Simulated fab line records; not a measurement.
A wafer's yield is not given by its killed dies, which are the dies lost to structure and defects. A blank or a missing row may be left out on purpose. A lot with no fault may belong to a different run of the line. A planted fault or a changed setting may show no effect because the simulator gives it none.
fab line records	flow nand-harc
record: lots: 24	wafers: 72	last-day: 24
route steps=1159 shown P_M0@283 P_M1@296 A_CHANNEL_HOLE_D1@483 A_CHANNEL_FILL_D1@494 A_STAIRCASE@566
lots untouched by any fault: they come from a run of this same line in which no faults occurred
start-h: start of the lot's first displayed wafer, in hours after the record's first day	wait-h: how many hours have passed since the lot's step before this one	" unchanged from the row above	L1.1+2: several wafers, shown together as one row	- no value, or no start given	* or withheld: withheld	< > ~ a bound
route shown NAME@n: names a module that has steps shown in the file, with the first one's number in the route	usual: mean and standard deviation over wafers with no fault	same: alike in all rows	chamber/n: place in a boat	sites: each site's reading	_std_site: the values' standard deviation	_edge_site: the outer-site mean with the inner-site mean subtracted	radius-mm: for every site, how far away it sits from the centre of the wafer	mask NAME#n: copy n	behind: the tool/chamber that last shaped the wafer	hold: why the lot was held/for how many hours/how that ended	device: transistor that didn't switch, given as n, p or np	end of line: tests of these same wafers at the route's end	a step without rows: its recipe alone	killed: not the wafer's yield, but the dies lost to structure and defects at the first sort	map: per-die view of a wafer (x killed, . not killed, _ where there is no die)
set.NAME: the run value of the setting; set.NAME@STEP: its run value at that earlier step	model.NAME: the simulator's own value behind a step, which no gauge read
a sample of lots followed through the steps of the route, with each step as a table and each wafer as a row
services: a tool's chamber out of use, with start hour (start-h, from the record's first day; less than 0 if before it), hours out, and reason
== steps ==
step: NHARC_P_M0_PRE_CLEAN_31
recipe: time-s: 12	temp-c: 370	rf-power-w: 300	gas: NH3
usual: heater-power-w: 644/62
lot.wafer	tool	chamber	start-h	wait-h	heater-power-w
L074.1	pecvd-02	2	121.56	0.1	727
L074.3	"	0	"	"	490
L074.2	"	1	"	"	629
L076.3	pecvd-02	0	128.30	0.1	558
L076.1	"	1	"	"	648
L076.2	"	2	"	"	681
L075.2	pecvd-03	1	132.00	0.3	793
L075.3	"	2	"	"	570
L075.5	"	1	"	"	756
L077.2	pecvd-02	1	133.04	0.2	643
L077.3	"	2	"	"	702
L077.5	"	2	"	"	706
L078.2	pecvd-01	1	146.80	0.1	622
L078.4	"	1	"	"	621
L078.5	"	0	"	"	687
L079.2	pecvd-02	2	147.42	0.1	696
L079.5	"	1	"	"	573
L079.6	"	2	"	"	693
L080.2	pecvd-03	1	148.66	0.3	673
L080.1	"	2	"	"	568
L080.4	"	0	"	"	618
L081.3	pecvd-03	0	156.73	0.1	652
L081.6	"	1	"	"	719
L081.5	"	2	"	"	606
L082.1	pecvd-03	1	165.42	0.2	775
L082.5	"	1	"	"	762
L082.4	"	0	"	"	579
L083.1	pecvd-02	1	171.68	0.1	622
L083.6	"	1	"	"	627
L083.5	"	0	"	"	629
L085.3	pecvd-01	1	180.71	0.1	629
L085.2	"	2	"	"	735
L085.5	"	2	"	"	767
L084.6	pecvd-02	2	181.09	0.1	703
L084.4	"	0	"	"	575
L084.5	"	1	"	"	638
L086.2	pecvd-03	0	194.61	0.1	674
L086.3	"	1	"	"	657
L086.1	"	2	"	"	619
L087.3	pecvd-02	2	195.70	0.1	723
L087.6	"	2	"	"	717
L087.5	"	0	"	"	592
L088.3	pecvd-02	1	215.44	0.1	592
L088.6	"	0	"	"	611
L088.5	"	2	"	"	696
L089.2	pecvd-03	2	217.49	0.1	493
L089.3	"	0	"	"	695
L089.5	"	2	"	"	507
L091.1	pecvd-03	0	220.68	0.1	645
L091.3	"	1	"	"	710
L091.4	"	1	"	"	719
L090.1	pecvd-03	2	221.53	0.1	604
L090.4	"	1	"	"	701
L090.5	"	2	"	"	603
L092.2	pecvd-02	0	224.59	0.1	602
L092.1	"	1	"	"	634
L092.4	"	0	"	"	605
L093.1	pecvd-02	1	226.99	0.3	612
L093.3	"	0	"	"	545
L093.6	"	0	"	"	554
L094.3	pecvd-02	2	238.28	0.1	746
L094.2	"	0	"	"	644
L094.4	"	0	"	"	642
L095.3	pecvd-03	0	249.51	0.1	670
L095.6	"	0	"	"	654
L095.5	"	1	"	"	676
L096.1	pecvd-03	2	250.35	0.1	621
L096.6	"	2	"	"	618
L096.5	"	1	"	"	771
L097.3	pecvd-01	2	255.26	0.1	665
L097.2	"	0	"	"	615
L097.1	"	1	"	"	699
step: NHARC_P_M1_OVL_MEAS_10
recipe: pitch-nm: 260
usual: overlay-x-nm: 0.3/0.6	overlay-y-nm: 0.1/0.79
lot.wafer	tool	chamber	start-h	wait-h	overlay-x-nm	overlay-y-nm
L074.1	overlay-01	-	122.83	-	-0.4	-0.4
L074.2	"	-	"	"	0.4	-0.3
L074.3	"	-	"	"	0.3	-0.7
L076.1	overlay-02	-	129.75	-	0.9	-0.6
L076.2	"	-	"	"	0.8	-0.4
L076.3	"	-	"	"	0.4	-0.5
L075.2	overlay-02	-	133.44	-	-0.7	-0.3
L075.3	"	-	"	"	-0.5	-0.1
L075.5	"	-	"	"	-0.2	-0.7
L077.2	overlay-01	-	134.43	-	-0.3	1.3
L077.3	"	-	"	"	-1.0	1.3
L077.5	"	-	"	"	-0.7	1.1
L078.2	overlay-01	-	148.37	-	1.4	0.4
L078.4	"	-	"	"	1.6	0.6
L078.5	"	-	"	"	1.0	0.5
L079.2	overlay-02	-	148.82	-	0.3	-1.7
L079.5	"	-	"	"	0.9	-1.6
L079.6	"	-	"	"	0.5	-1.3
L080.1	overlay-01	-	150.08	-	0.2	-0.9
L080.2	"	-	"	"	0.3	-1.0
L080.4	"	-	"	"	0.2	-0.7
L081.3	overlay-02	-	158.09	-	-0.5	0.5
L081.5	"	-	"	"	0.1	0.5
L081.6	"	-	"	"	-0.4	0.3
L082.1	overlay-01	-	166.92	-	0.4	-1.1
L082.4	"	-	"	"	0.2	-0.3
L082.5	"	-	"	"	1.0	-0.7
L083.1	overlay-02	-	173.09	-	0.9	-0.4
L083.5	"	-	"	"	0.8	-1.0
L083.6	"	-	"	"	0.5	-1.5
L085.2	overlay-01	-	182.12	-	0.8	0.8
L085.3	"	-	"	"	0.8	0.4
L085.5	"	-	"	"	1.2	0.6
L084.4	overlay-01	-	182.46	-	-0.7	0.9
L084.5	"	-	"	"	-0.3	0.2
L084.6	"	-	"	"	-0.9	1.2
L086.1	overlay-02	-	196.04	-	-0.2	-0.8
L086.2	"	-	"	"	0.1	0.1
L086.3	"	-	"	"	-0.2	-0.7
L087.3	overlay-01	-	196.99	-	0.5	0.6
L087.5	"	-	"	"	-0.5	0.7
L087.6	"	-	"	"	-0.1	0.6
L088.3	overlay-01	-	216.87	-	0.5	0.9
L088.5	"	-	"	"	1.3	0.4
L088.6	"	-	"	"	1.1	1.6
L089.2	overlay-01	-	218.75	-	0.7	-0.5
L089.3	"	-	"	"	0.2	-0.2
L089.5	"	-	"	"	0.0	-0.6
L091.1	overlay-02	-	221.96	-	-0.1	0.1
L091.3	"	-	"	"	-0.1	-0.2
L091.4	"	-	"	"	-0.4	-0.1
L090.1	overlay-01	-	222.89	-	0.5	1.0
L090.4	"	-	"	"	0.1	1.4
L090.5	"	-	"	"	0.4	1.0
L092.1	overlay-01	-	225.98	-	1.0	-0.6
L092.2	"	-	"	"	1.0	-0.3
L092.4	"	-	"	"	1.3	-0.2
L093.1	overlay-01	-	228.41	-	0.8	-0.7
L093.3	"	-	"	"	0.8	-0.8
L093.6	"	-	"	"	1.4	0.0
L094.2	overlay-02	-	239.77	-	0.5	-0.5
L094.3	"	-	"	"	-0.1	0.0
L094.4	"	-	"	"	0.2	0.1
L095.3	overlay-01	-	250.76	-	-0.1	0.4
L095.5	"	-	"	"	-0.2	0.0
L095.6	"	-	"	"	0.4	-0.3
L096.1	overlay-02	-	251.64	-	-0.5	0.7
L096.5	"	-	"	"	-0.6	1.1
L096.6	"	-	"	"	-0.1	1.1
L097.1	overlay-01	-	256.65	-	-0.3	1.3
L097.2	"	-	"	"	-0.2	1.7
L097.3	"	-	"	"	-0.3	1.0
step: NHARC_P_M1_ETCH_28
recipe: target-depth-a: 300	over-etch-frac: 0.3	time-s: 72.99	ion-energy-ev: 150	cf4-flow-sccm: 50	n2-flow-sccm: 100	ar-flow-sccm: 150	rf-w: 300	bias-w: 100	chemistry: CF4/N2
usual: chamber-pressure-mTorr: 30.002/0.027	drypump-motor-current-A: 5.9/0.41	oes-product-au: 0.998/0.01	rf-vpp-V: 313.9/1.9	showerhead-plenum-p-Torr: 2.61/0.11	throttle-valve-pct: 19.793/0.0086
lot.wafer	tool	chamber	start-h	wait-h	chamber-pressure-mTorr	drypump-motor-current-A	oes-product-au	rf-hours-counter-h	rf-vpp-V	showerhead-plenum-p-Torr	throttle-valve-pct
L074.2	rie-diel-09	2	-	-	29.984	5.7	1.016	2	311.4	2.57	19.804
L074.1	"	3	"	"	30.005	5.5	0.986	2	316.0	2.75	19.790
L074.3	"	0	"	"	30.044	5.7	1.015	2	312.2	2.51	19.802
L076.2	rie-diel-13	2	-	-	30.016	5.9	1.004	1	312.2	2.49	19.793
L076.1	"	0	"	"	29.980	6.1	0.988	1	313.3	2.53	19.793
L076.3	"	1	"	"	30.025	5.9	0.993	1	315.0	2.66	19.792
L075.2	rie-diel-09	0	-	-	30.035	5.7	1.009	3	311.7	2.51	19.789
L075.3	"	3	"	"	29.988	5.5	0.980	3	316.7	2.75	19.795
L075.5	"	0	"	"	29.956	5.7	1.019	-	311.4	2.51	19.803
L077.2	rie-diel-13	0	-	-	29.972	6.1	0.988	1	313.0	2.53	19.803
L077.3	"	2	"	"	30.027	5.9	1.006	1	312.2	2.49	19.775
L077.5	"	3	"	"	29.999	6.6	1.004	-	315.3	2.67	19.797
L078.4	rie-diel-13	2	-	-	30.004	5.9	0.997	1	310.7	2.49	19.782
L078.2	"	0	"	"	30.045	6.1	0.988	1	313.1	2.53	19.797
L078.5	"	3	"	"	30.018	6.6	0.983	-	314.4	2.67	19.797
L079.2	rie-diel-13	2	-	-	29.986	5.9	1.006	1	311.2	2.49	19.780
L079.6	"	2	"	"	29.980	5.9	1.013	-	310.7	2.49	19.789
L079.5	"	3	"	"	29.973	6.6	1.002	-	316.4	2.67	19.788
L080.1	rie-diel-13	0	-	-	29.981	6.1	0.997	1	312.8	2.53	19.786
L080.4	"	1	"	"	30.009	6.0	1.009	1	314.0	2.66	19.784
L080.2	"	2	"	"	30.048	5.9	1.010	1	310.3	2.49	19.785
L081.3	rie-diel-09	1	-	-	30.046	5.2	0.998	5	317.6	2.81	19.799
L081.5	"	3	"	"	29.954	5.5	0.983	-	316.4	2.75	19.795
L081.6	"	0	"	"	29.957	5.7	1.013	-	312.3	2.51	19.795
L082.4	rie-diel-13	3	-	-	30.034	6.6	0.985	2	315.5	2.67	19.796
L082.1	"	0	"	"	29.999	6.1	0.989	2	313.1	2.53	19.791
L082.5	"	0	"	"	29.991	6.1	0.989	-	312.5	2.53	19.789
L083.1	rie-diel-13	0	-	-	29.993	6.1	0.991	2	313.9	2.53	19.788
L083.5	"	2	"	"	30.029	5.9	0.990	-	312.1	2.49	19.788
L083.6	"	3	"	"	29.984	6.6	1.000	-	314.0	2.67	19.799
L085.3	rie-diel-13	0	-	-	30.026	6.1	0.999	2	311.8	2.53	19.798
L085.2	"	1	"	"	30.037	6.0	0.996	2	314.7	2.66	19.795
L085.5	"	0	"	"	30.010	6.1	0.999	-	312.6	2.53	19.807
L084.4	rie-diel-09	1	-	-	30.013	5.2	0.998	6	316.0	2.81	19.792
L084.6	"	3	"	"	30.004	5.5	0.982	-	317.4	2.75	19.788
L084.5	"	0	"	"	29.960	5.7	1.022	-	312.5	2.51	19.794
L086.1	rie-diel-13	1	-	-	30.005	6.0	1.003	2	314.9	2.66	19.784
L086.3	"	2	"	"	30.036	5.9	0.993	2	311.7	2.49	19.793
L086.2	"	3	"	"	30.048	6.6	0.999	3	314.1	2.67	19.799
L087.3	rie-diel-09	0	-	-	30.014	5.7	1.012	7	311.8	2.51	19.788
L087.6	"	3	"	"	29.992	5.4	0.979	-	315.7	2.75	19.779
L087.5	"	1	"	"	30.003	5.2	0.995	-	317.7	2.81	19.803
L088.3	rie-diel-13	0	-	-	30.048	6.1	0.988	3	313.1	2.53	19.781
L088.6	"	0	"	"	29.998	6.1	0.990	-	313.6	2.53	19.785
L088.5	"	1	"	"	29.998	5.9	1.001	-	315.3	2.66	19.798
L089.2	rie-diel-13	0	-	-	29.987	6.1	0.996	3	313.9	2.53	19.788
L089.3	"	3	"	"	29.987	6.6	0.986	3	315.5	2.67	19.794
L089.5	"	0	"	"	30.041	6.1	0.995	-	310.9	2.53	19.791
L091.3	rie-diel-09	2	-	-	29.997	5.8	1.017	8	312.2	2.56	19.800
L091.1	"	1	"	"	30.044	5.2	0.991	9	317.5	2.81	19.798
L091.4	"	2	"	"	30.009	5.8	1.035	-	313.2	2.56	19.800
L090.1	rie-diel-09	1	-	-	29.974	5.2	0.989	9	316.4	2.81	19.784
L090.4	"	2	"	"	30.053	5.7	1.022	-	313.6	2.56	19.807
L090.5	"	1	"	"	29.966	5.2	1.004	-	317.6	2.81	19.783
L092.4	rie-diel-08	1	-	-	29.984	6.2	1.004	6	311.8	2.49	19.798
L092.1	"	2	"	"	29.992	5.5	1.006	7	311.3	2.54	19.789
L092.2	"	3	"	"	30.002	5.4	0.990	8	313.2	2.62	19.806
L093.3	rie-diel-13	1	-	-	30.000	6.0	0.994	3	314.4	2.66	19.786
L093.1	"	2	"	"	30.002	5.9	0.997	3	310.9	2.49	19.791
L093.6	"	0	"	"	30.058	6.1	0.989	-	312.9	2.53	19.781
L094.2	rie-diel-08	0	-	-	30.033	5.6	1.007	9	311.3	2.49	19.792
L094.3	"	2	"	"	29.994	5.5	1.003	8	312.6	2.54	19.792
L094.4	"	3	"	"	29.979	5.4	0.996	9	314.0	2.62	19.795
L095.3	rie-diel-09	2	-	-	30.017	5.7	1.015	10	313.9	2.56	19.803
L095.6	"	1	"	"	29.982	5.2	0.995	-	316.8	2.81	19.794
L095.5	"	2	"	"	29.979	5.7	1.008	-	314.4	2.56	19.791
L096.1	rie-diel-08	1	-	-	30.019	6.1	0.998	8	313.9	2.49	19.774
L096.6	"	3	"	"	29.988	5.4	0.988	-	314.4	2.62	19.809
L096.5	"	0	"	"	29.944	5.6	0.992	-	312.5	2.49	19.791
L097.3	rie-diel-08	3	-	-	30.002	5.4	0.987	10	313.5	2.62	19.804
L097.2	"	0	"	"	29.974	5.6	1.003	9	310.4	2.49	19.780
L097.1	"	1	"	"	29.963	6.1	1.001	8	311.4	2.49	19.786
step: NHARC_A_CHANNEL_HOLE_D1_ETCH_44
recipe: target-depth-a: 1400	overetch-a: 140	time-s: 77	ion-energy-ev: 100	cf4-flow-sccm: 80	o2-flow-sccm: 20	ar-flow-sccm: 0	rf-w: 300	bias-w: 100	chemistry: CF4/O2
usual: chamber-pressure-mTorr: 29.999/0.026	drypump-motor-current-A: 5.6/0.42	oes-product-au: 0.999/0.011	rf-vpp-V: 198.0/1.4	showerhead-plenum-p-Torr: 1.34/0.056	throttle-valve-pct: 13.399/0.0084
lot.wafer	tool	chamber	start-h	wait-h	chamber-pressure-mTorr	drypump-motor-current-A	oes-product-au	rf-hours-counter-h	rf-vpp-V	showerhead-plenum-p-Torr	throttle-valve-pct
L074.1	rie-diel-05	2	181.39	0.1	30.025	5.0	1.006	0	197.2	1.31	13.395
L074.2	"	3	"	"	30.005	5.2	1.004	0	199.5	1.40	13.406
L074.3	"	0	"	"	29.999	6.0	1.001	0	198.6	1.39	13.396
L076.3	rie-diel-09	0	188.60	0.1	29.947	5.7	1.013	6	197.7	1.28	13.382
L076.2	"	2	"	"	29.988	5.7	1.012	6	197.1	1.30	13.406
L076.1	"	3	"	"	30.008	5.5	0.984	4	199.3	1.40	13.388
L075.2	rie-diel-05	3	190.70	0.1	29.990	5.2	0.999	2	200.2	1.40	13.401
L075.3	"	0	"	"	30.079	6.1	0.993	2	198.7	1.39	13.405
L075.5	"	1	"	"	29.990	6.4	1.004	-	199.2	1.36	13.398
L077.3	rie-diel-09	0	192.77	0.1	29.980	5.7	1.026	7	195.8	1.28	13.409
L077.2	"	1	"	"	29.992	5.2	1.004	6	199.9	1.43	13.381
L077.5	"	3	"	"	29.968	5.4	0.985	-	200.2	1.40	13.410
L079.2	rie-diel-05	0	207.10	0.1	30.019	6.0	0.992	3	199.7	1.39	13.404
L079.6	"	2	"	"	29.994	5.0	1.004	-	197.4	1.31	13.392
L079.5	"	3	"	"	29.975	5.2	1.001	-	199.2	1.40	13.404
L080.1	rie-diel-09	2	207.73	0.1	30.044	5.7	1.016	6	196.9	1.30	13.401
L080.2	"	1	"	"	30.002	5.2	0.987	8	200.2	1.43	13.388
L080.4	"	2	"	"	29.969	5.7	1.000	-	197.5	1.30	13.384
L078.2	rie-diel-09	1	211.31	0.1	30.035	5.2	0.991	8	200.1	1.43	13.403
L078.5	"	2	"	"	30.009	5.7	1.017	-	196.8	1.30	13.389
L078.4	"	1	"	"	29.999	5.2	0.987	-	201.0	1.43	13.401
L081.3	rie-diel-08	3	215.81	0.1	29.986	5.4	0.991	7	198.0	1.33	13.386
L081.5	"	3	"	"	29.957	5.4	0.997	-	197.1	1.33	13.401
L081.6	"	0	"	"	30.006	5.6	0.992	-	196.7	1.27	13.392
L082.4	rie-diel-05	3	226.53	0.1	29.984	5.2	0.987	5	199.3	1.39	13.397
L082.1	"	0	"	"	29.985	6.0	0.994	5	199.1	1.39	13.384
L082.5	"	0	"	"	30.036	6.0	0.985	-	199.0	1.39	13.390
L083.1	rie-diel-08	1	233.67	0.1	30.006	6.1	1.006	7	195.5	1.27	13.381
L083.6	"	1	"	"	29.958	6.1	1.010	-	194.3	1.27	13.399
L083.5	"	2	"	"	29.998	5.5	0.998	-	195.8	1.29	13.397
L085.2	rie-diel-09	1	246.64	0.1	29.982	5.2	0.994	10	199.9	1.43	13.411
L085.3	"	2	"	"	29.960	5.7	1.020	9	197.5	1.30	13.398
L085.5	"	3	"	"	30.033	5.5	0.980	-	199.1	1.40	13.397
L084.4	rie-diel-05	3	246.74	0.1	29.992	5.2	0.986	6	197.9	1.39	13.397
L084.5	"	2	"	"	30.004	5.0	1.006	-	195.9	1.31	13.397
L084.6	"	3	"	"	30.031	5.2	1.005	-	199.0	1.39	13.409
L086.3	rie-diel-05	3	254.79	0.1	30.003	5.2	0.993	7	198.0	1.39	13.388
L086.1	"	0	"	"	30.028	6.0	1.004	7	199.4	1.39	13.395
L086.2	"	1	"	"	30.012	6.4	1.016	7	198.6	1.36	13.397
L087.3	rie-diel-08	2	254.89	0.1	30.002	5.5	1.003	9	197.8	1.29	13.415
L087.5	"	2	"	"	29.994	5.5	1.019	-	196.7	1.29	13.406
L087.6	"	3	"	"	29.967	5.4	1.001	-	197.9	1.33	13.407
L089.3	rie-diel-09	3	273.62	0.1	29.990	5.4	0.979	1	198.8	1.40	13.400
L089.2	"	1	"	"	29.981	5.2	0.992	1	199.2	1.43	13.390
L089.5	"	1	"	"	30.026	5.2	1.003	-	199.6	1.43	13.398
L088.3	rie-diel-08	0	274.04	0.1	30.006	5.6	0.992	10	195.5	1.27	13.402
L088.6	"	1	"	"	30.009	6.1	0.996	-	196.4	1.27	13.394
L088.5	"	2	"	"	30.000	5.5	1.011	-	196.1	1.29	13.410
L093.1	rie-diel-08	3	283.82	0.1	30.006	5.4	0.990	11	196.8	1.33	13.408
L093.3	"	0	"	"	30.072	5.6	1.005	11	197.6	1.27	13.401
L093.6	"	1	"	"	29.972	6.1	0.998	-	195.9	1.26	13.410
L091.3	rie-diel-09	2	283.98	0.1	30.010	5.7	1.012	2	196.6	1.30	13.396
L091.1	"	3	"	"	30.013	5.5	0.975	2	200.6	1.40	13.401
L091.4	"	3	"	"	30.019	5.5	0.989	-	198.4	1.40	13.406
L092.4	rie-diel-08	1	287.99	0.0	29.987	6.1	1.010	10	196.1	1.26	13.397
L092.2	"	2	"	"	29.994	5.5	1.014	11	197.3	1.29	13.404
L092.1	"	3	"	"	30.005	5.4	1.000	11	198.0	1.33	13.411
L090.1	rie-diel-05	1	288.11	0.1	29.999	6.4	0.989	10	196.9	1.36	13.389
L090.4	"	3	"	"	29.975	5.2	0.990	11	198.5	1.39	13.396
L090.5	"	0	"	"	30.013	6.1	1.000	-	198.5	1.38	13.407
L094.2	rie-diel-09	2	297.03	0.1	30.026	5.7	1.010	4	196.1	1.30	13.394
L094.3	"	3	"	"	30.030	5.5	0.991	4	198.7	1.40	13.397
L094.4	"	2	"	"	30.003	5.7	1.010	-	196.4	1.30	13.396
L096.1	rie-diel-05	2	313.89	0.1	30.070	5.0	0.985	12	197.5	1.30	13.394
L096.6	"	1	"	"	29.962	6.4	0.995	-	198.0	1.36	13.381
L096.5	"	2	"	"	30.017	5.0	0.988	-	197.6	1.30	13.411
L095.3	rie-diel-08	2	318.07	0.1	29.972	5.5	0.993	0	197.1	1.29	13.380
L095.5	"	0	"	"	29.966	5.6	1.004	-	196.3	1.26	13.401
L095.6	"	1	"	"	29.966	6.1	1.003	-	197.8	1.26	13.410
L097.3	rie-diel-05	3	322.21	0.1	30.029	5.2	0.988	13	199.0	1.39	13.399
L097.2	"	0	"	"	29.989	6.0	0.988	13	198.9	1.38	13.400
L097.1	"	2	"	"	30.003	5.0	0.995	13	196.3	1.30	13.396
step: NHARC_A_CHANNEL_FILL_D1_ALD_14
recipe: target-thk-a: 25	pulse-time-s: 10	ald-cycles: 25	temp-c: 300	material: SiO2
usual: heater-power-w: 482/48	precursor-pulse-height-rel: 1.001/0.019
same: ald-cycles: 25
lot.wafer	tool	chamber	start-h	wait-h	heater-power-w	precursor-pulse-height-rel
L074.1	ald-hk-02	2	189.85	0.3	502	1.009
L074.3	"	3	"	"	414	0.998
L074.2	"	0	"	"	513	1.002
L075.2	ald-hk-02	3	197.07	0.0	414	0.982
L075.3	"	2	"	"	502	1.002
L075.5	"	0	"	"	514	0.995
L076.1	ald-hk-03	2	197.07	0.0	479	0.968
L076.3	"	0	"	"	464	1.017
L076.2	"	1	"	"	459	1.002
L077.3	ald-hk-03	2	203.01	2.2	483	0.980
L077.2	"	3	"	"	573	1.003
L077.5	"	2	"	"	480	1.017
L079.2	ald-hk-02	1	215.37	0.1	446	1.002
L079.5	"	1	"	"	455	1.015
L079.6	"	2	"	"	481	0.999
L080.2	ald-hk-03	2	215.37	0.1	491	0.950
L080.1	"	3	"	"	574	1.005
L080.4	"	0	"	"	457	1.008
L078.4	ald-hk-03	3	219.66	0.0	571	0.996
L078.2	"	2	"	"	483	1.020
L078.5	"	3	"	"	588	0.974
L081.3	ald-hk-03	3	224.18	0.2	573	0.992
L081.5	"	2	"	"	493	0.980
L081.6	"	3	"	"	587	1.012
L082.4	ald-hk-03	0	234.79	0.1	456	1.020
L082.1	"	2	"	"	478	0.988
L082.5	"	0	"	"	457	1.017
L083.1	ald-hk-04	3	242.01	0.1	461	0.970
L083.6	"	2	"	"	472	0.997
L083.5	"	3	"	"	454	0.995
L084.4	ald-hk-03	0	258.39	0.1	454	0.989
L084.6	"	2	"	"	488	1.004
L084.5	"	3	"	"	600	1.020
L085.2	ald-hk-02	2	258.39	0.1	490	0.992
L085.3	"	3	"	"	424	1.008
L085.5	"	0	"	"	506	0.998
L087.3	ald-hk-03	2	263.02	0.1	502	1.007
L087.5	"	1	"	"	467	1.001
L087.6	"	2	"	"	481	0.985
L086.3	ald-hk-04	3	263.03	0.1	452	1.058
L086.2	"	0	"	"	483	0.971
L086.1	"	1	"	"	420	0.990
L089.3	ald-hk-03	3	281.94	0.0	600	0.991
L089.2	"	1	"	"	467	1.022
L089.5	"	0	"	"	441	1.004
L088.3	ald-hk-03	0	282.27	0.4	456	1.004
L088.6	"	1	"	"	457	0.996
L088.5	"	2	"	"	494	0.983
L093.3	ald-hk-04	2	292.01	0.1	473	1.029
L093.1	"	3	"	"	471	0.994
L093.6	"	1	"	"	428	1.032
L091.3	ald-hk-04	1	292.19	0.3	429	1.012
L091.1	"	3	"	"	466	1.037
L091.4	"	0	"	"	488	0.999
L092.1	ald-hk-03	2	297.87	0.0	498	1.014
L092.2	"	0	"	"	448	0.994
L092.4	"	1	"	"	482	1.003
L090.4	ald-hk-03	1	298.10	0.3	458	0.988
L090.1	"	2	"	"	503	0.991
L090.5	"	2	"	"	482	1.023
L094.3	ald-hk-02	2	305.40	0.1	505	1.002
L094.2	"	3	"	"	403	0.977
L094.4	"	0	"	"	492	0.965
L096.1	ald-hk-02	2	322.35	0.0	511	1.005
L096.6	"	2	"	"	503	0.998
L096.5	"	3	"	"	405	1.004
L095.3	ald-hk-04	2	326.30	0.1	477	0.972
L095.6	"	0	"	"	478	1.033
L095.5	"	1	"	"	416	0.985
L097.1	ald-hk-02	0	331.41	1.1	489	1.007
L097.3	"	2	"	"	514	1.016
L097.2	"	3	"	"	401	1.009
step: NHARC_A_STAIRCASE_STRIP_175
recipe: power-w: 1500	temp-c: 250	chemistry: O2
usual: drypump-motor-current-A: 5.82/0.28	heater-power-w: 329/45
lot.wafer	tool	chamber	start-h	wait-h	drypump-motor-current-A	heater-power-w	rf-hours-counter-h
L074.2	plasma-asher-01	0	238.96	0.1	5.51	396	43
L074.1	"	1	"	"	6.20	253	43
L074.3	"	1	"	"	6.18	254	-
L075.2	plasma-asher-01	0	245.51	0.1	5.54	389	46
L075.3	"	0	"	"	5.50	386	-
L075.5	"	0	"	"	5.50	382	-
L076.2	plasma-asher-01	1	245.79	0.2	6.19	262	47
L076.1	"	0	"	"	5.51	379	47
L076.3	"	1	"	"	6.21	255	-
L077.2	plasma-asher-02	0	251.15	0.1	5.96	347	24
L077.3	"	1	"	"	5.60	328	-
L077.5	"	1	"	"	5.61	336	-
L080.1	plasma-asher-02	1	265.74	0.1	5.57	345	27
L080.2	"	0	"	"	5.95	346	27
L080.4	"	1	"	"	5.62	324	-
L079.2	plasma-asher-01	1	265.92	0.1	6.20	257	55
L079.5	"	1	"	"	6.22	258	-
L079.6	"	0	"	"	5.49	373	-
L078.2	plasma-asher-01	1	267.98	0.3	6.18	254	56
L078.4	"	0	"	"	5.53	385	-
L078.5	"	0	"	"	5.52	391	-
L081.3	plasma-asher-02	0	270.54	0.2	5.97	345	-
L081.6	"	1	"	"	5.62	339	-
L081.5	"	0	"	"	5.97	341	-
L082.1	plasma-asher-02	1	283.50	0.1	5.58	332	36
L082.4	"	0	"	"	5.96	347	-
L082.5	"	1	"	"	5.61	321	-
L083.1	plasma-asher-01	1	288.54	0.1	6.19	275	0
L083.6	"	1	"	"	6.18	268	-
L083.5	"	0	"	"	5.48	374	-
L084.4	plasma-asher-02	0	304.24	0.2	5.97	341	-
L084.5	"	0	"	"	5.98	343	-
L084.6	"	1	"	"	5.61	341	-
L085.2	plasma-asher-02	1	304.99	0.1	5.55	340	41
L085.3	"	0	"	"	5.95	340	-
L085.5	"	1	"	"	5.57	341	-
L086.1	plasma-asher-01	0	314.24	0.1	5.50	378	8
L086.2	"	1	"	"	6.20	264	8
L086.3	"	1	"	"	6.18	270	-
L087.3	plasma-asher-01	1	314.88	0.2	6.18	268	-
L087.5	"	1	"	"	6.19	272	-
L087.6	"	0	"	"	5.51	381	-
L089.2	plasma-asher-01	1	333.64	0.1	6.18	277	13
L089.3	"	0	"	"	5.53	372	-
L089.5	"	1	"	"	6.17	271	-
L088.3	plasma-asher-01	0	334.01	0.2	5.50	383	-
L088.5	"	0	"	"	5.52	380	-
L088.6	"	1	"	"	6.18	260	-
L091.1	plasma-asher-02	0	340.17	0.1	5.96	345	53
L091.4	"	0	"	"	5.95	347	-
L091.3	"	1	"	"	5.59	339	-
L093.1	plasma-asher-02	1	340.65	0.1	5.59	343	53
L093.3	"	0	"	"	5.95	347	-
L093.6	"	0	"	"	5.97	343	-
L092.1	plasma-asher-01	0	345.03	0.1	5.51	374	18
L092.2	"	1	"	"	6.15	276	18
L092.4	"	1	"	"	6.16	274	-
L090.1	plasma-asher-01	0	345.37	0.1	5.51	372	18
L090.4	"	1	"	"	6.19	269	-
L090.5	"	0	"	"	5.48	382	-
L094.2	plasma-asher-02	1	355.47	0.1	5.59	337	58
L094.3	"	0	"	"	5.98	342	-
L094.4	"	1	"	"	5.59	331	-
L095.3	plasma-asher-01	1	372.38	0.2	6.16	277	-
L095.6	"	1	"	"	6.18	265	-
L095.5	"	0	"	"	5.53	380	-
L096.1	plasma-asher-01	1	372.62	0.2	6.17	265	30
L096.5	"	0	"	"	5.50	361	-
L096.6	"	1	"	"	6.19	268	-
L097.1	plasma-asher-02	1	379.90	0.1	5.59	324	4
L097.2	"	0	"	"	5.95	345	4
L097.3	"	0	"	"	5.96	343	-
== services ==
tool	chamber	start-h	hours	kind
plasma-asher-01	-	99.00	9.0	pm
rie-diel-13	-	99.00	9.0	pm
rie-diel-09	3	105.47	5.6	repair
rie-diel-08	-	125.07	9.0	pm
rie-diel-09	3	139.04	7.7	repair
rie-diel-13	-	140.30	0.4	repair
ald-hk-03	-	148.10	10.0	pm
rie-diel-09	3	148.45	9.0	repair
pecvd-02	-	153.00	13.0	pm
rie-diel-08	-	164.97	0.2	repair
rie-diel-08	-	173.37	0.3	repair
rie-diel-13	2	182.80	5.6	repair
rie-diel-09	2	195.21	9.0	repair
rie-diel-09	3	213.82	6.6	repair
rie-diel-08	0	235.06	4.1	repair
rie-diel-09	-	254.10	9.0	pm
plasma-asher-01	-	276.00	9.0	pm
rie-diel-13	-	276.00	9.0	pm
rie-diel-08	0	291.63	3.1	repair
rie-diel-13	2	293.96	6.6	repair
rie-diel-09	3	298.58	5.0	repair
rie-diel-09	-	299.07	0.8	repair
rie-diel-13	1	368.54	4.2	repair
rie-diel-09	-	377.78	1.4	repair
== key ==
fault none
